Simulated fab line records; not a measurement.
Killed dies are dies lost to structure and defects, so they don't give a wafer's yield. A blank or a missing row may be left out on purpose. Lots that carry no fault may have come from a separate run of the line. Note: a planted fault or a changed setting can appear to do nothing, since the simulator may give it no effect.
Which tool was responsible?	flow nandHarc	13 lots, 39 wafers sampled, at 3 steps of a route of 1302

== WHAT EACH GAUGE READ, for each wafer ==
NHARC_P_CONTACT_INSPECT_27.
lot	measured	on	rawDefectCount
L144	day 6 16:26	defectInspect-02	225 386 296
L145	day 7 05:07	defectInspect-02	346 313 294
L146	day 7 10:21	defectInspect-02	269 189 297
L143	day 7 12:20	defectInspect-02	233 230 376
L147	day 7 17:14	defectInspect-01	178 185 299
L148	day 8 01:12	defectInspect-01	321 244 536
L151	day 9 13:16	defectInspect-01	139 137 216
L152	day 9 17:33	defectInspect-01	147 143 158
L154	day 10 14:16	defectInspect-01	320 358 317
L153	day 10 17:13	defectInspect-01	345 389 439
L164	day 14 21:57	defectInspect-01	358 327 357
L165	day 15 02:10	defectInspect-01	217 334 335
L166	day 15 13:41	defectInspect-02	435 640 414

== EACH LOT AND THE TOOL THAT RAN IT (in order: tool; ch and the chambers of the sampled wafers; start) ==
lot	NHARC_P_GATE_STRIP_112	NHARC_P_CONTACT_CMP_24
L144	plasmaAsher-01 ch 0,1, day 6 07:18	cmp-04 ch 0,1,2, day 6 16:02
L145	plasmaAsher-01 ch 0,1, day 6 20:02	cmp-02 ch 0,1,3, day 7 04:44
L146	plasmaAsher-02 ch 0,1, day 7 01:22	cmp-03 ch 0,1,2, day 7 10:02
L143	plasmaAsher-01 ch 0,1, day 7 03:14	cmp-04 ch 0,2,3, day 7 12:00
L147	plasmaAsher-02 ch 0,1, day 7 07:44	cmp-02 ch 1,2, day 7 16:50
L148	plasmaAsher-02 ch 0,1, day 7 16:08	cmp-03 ch 0,1,3, day 8 00:50
L151	plasmaAsher-01 ch 0,1, day 9 03:59	cmp-04 ch 1,2,3, day 9 12:53
L152	plasmaAsher-02 ch 0,1, day 9 08:28	cmp-03 ch 0,1,3, day 9 17:13
L154	plasmaAsher-01 ch 0,1, day 10 04:56	cmp-02 ch 1,2,3, day 10 13:53
L153	plasmaAsher-02 ch 0,1, day 10 07:58	cmp-04 ch 0,1,3, day 10 16:49
L164	plasmaAsher-01 ch 0,1, day 14 13:02	cmp-04 ch 0,1,3, day 14 21:35
L165	plasmaAsher-01 ch 0,1, day 14 17:07	cmp-04 ch 0,1,3, day 15 01:48
L166	plasmaAsher-01 ch 0, day 15 04:17	cmp-03 ch 0,1,2, day 15 13:20
- NHARC_P_GATE_STRIP_112: strips in N2/H2, time 200 s.
- NHARC_P_CONTACT_CMP_24: polishes, t overpolish 30 s, target thk 200 nm.

== AS READ BY THE TOOLS THEMSELVES (means over the sampled wafers that have a number; for cases with no such wafer, the mark the record gives instead) ==
NHARC_P_GATE_STRIP_112.
lot	tool	drypumpMotorCurrentA (A)	heaterPowerW (W)
L144	plasmaAsher-01	6.1	87
L145	plasmaAsher-01	6.2	87
L146	plasmaAsher-02	5.3	92
L143	plasmaAsher-01	6.2	87
L147	plasmaAsher-02	5.3	92
L148	plasmaAsher-02	5.5	92
L151	plasmaAsher-01	6.2	87
L152	plasmaAsher-02	5.5	92
L154	plasmaAsher-01	6.2	88
L153	plasmaAsher-02	5.3	92
L164	plasmaAsher-01	6.1	88
L165	plasmaAsher-01	6.1	86
L166	plasmaAsher-01	6.0	84

NHARC_P_CONTACT_CMP_24.
lot	tool	motorCurrentA (A)	overpolishRunS (s)	timeToEndpointS (s)
L144	cmp-04	11.7	29.996	41.6
L145	cmp-02	12.7	29.999	37.9
L146	cmp-03	11.8	29.991	38.1
L143	cmp-04	12.0	30.003	39.1
L147	cmp-02	11.3	30.010	38.1
L148	cmp-03	12.0	30.005	39.5
L151	cmp-04	11.7	29.998	37.9
L152	cmp-03	12.5	30.004	38.3
L154	cmp-02	11.7	29.995	37.5
L153	cmp-04	10.9	29.996	38.8
L164	cmp-04	11.0	29.992	28.3
L165	cmp-04	11.3	30.002	30.2
L166	cmp-03	12.2	29.999	39.0

== THE ANSWER, worked out from the rows above alone ==
Rule: usual is defined by the lots themselves. The widest of any qualifying gaps counts: lots, ordered by their means at a reading, are off when they make up no more than a third of the lots, leave a main group of 4 or more, and stand apart from it by 3 or more times the standard deviation of that group's means. The tables above print the reading to a certain number of digits; a main group whose means all agree to those digits is not used. A lot without any number at a reading at which 4 lots or more have one is off too. The other lots that the step has rows for count as sound. The gauges are gone through in route order, then the tools' own readings, and for those a lot's mean is taken as printed above. The first step at which some lot is off is used, and at that step the reading that is off furthest; a lot without a number counts as furthest.
Off at NHARC_P_CONTACT_CMP_24 (timeToEndpointS): L164, L165. Main group: mean 38.7 s, sd 1.1.
A tool fits if, at that step or a process step before it, it ran every lot that is off, and no sound lot after the first of them. One fits: NHARC_P_CONTACT_CMP_24 on cmp-04. Its last sound lot is L153 (day 10 16:49), its first lot that is off L164 (day 14 21:35): a fault that began between those two fits.
On the lots that are off, the tool's own readings at NHARC_P_CONTACT_CMP_24 differ by more than 5 times the standard deviation of the sound lots' means, which bears it out; timeToEndpointS reads 29.2 s there versus 38.7 s on the sound lots.

== WHAT THE SIMULATOR HAD PUT IN ==
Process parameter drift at NHARC_P_CONTACT_CMP_24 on cmp-04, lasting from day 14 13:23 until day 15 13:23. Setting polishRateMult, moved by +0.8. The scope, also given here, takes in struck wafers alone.
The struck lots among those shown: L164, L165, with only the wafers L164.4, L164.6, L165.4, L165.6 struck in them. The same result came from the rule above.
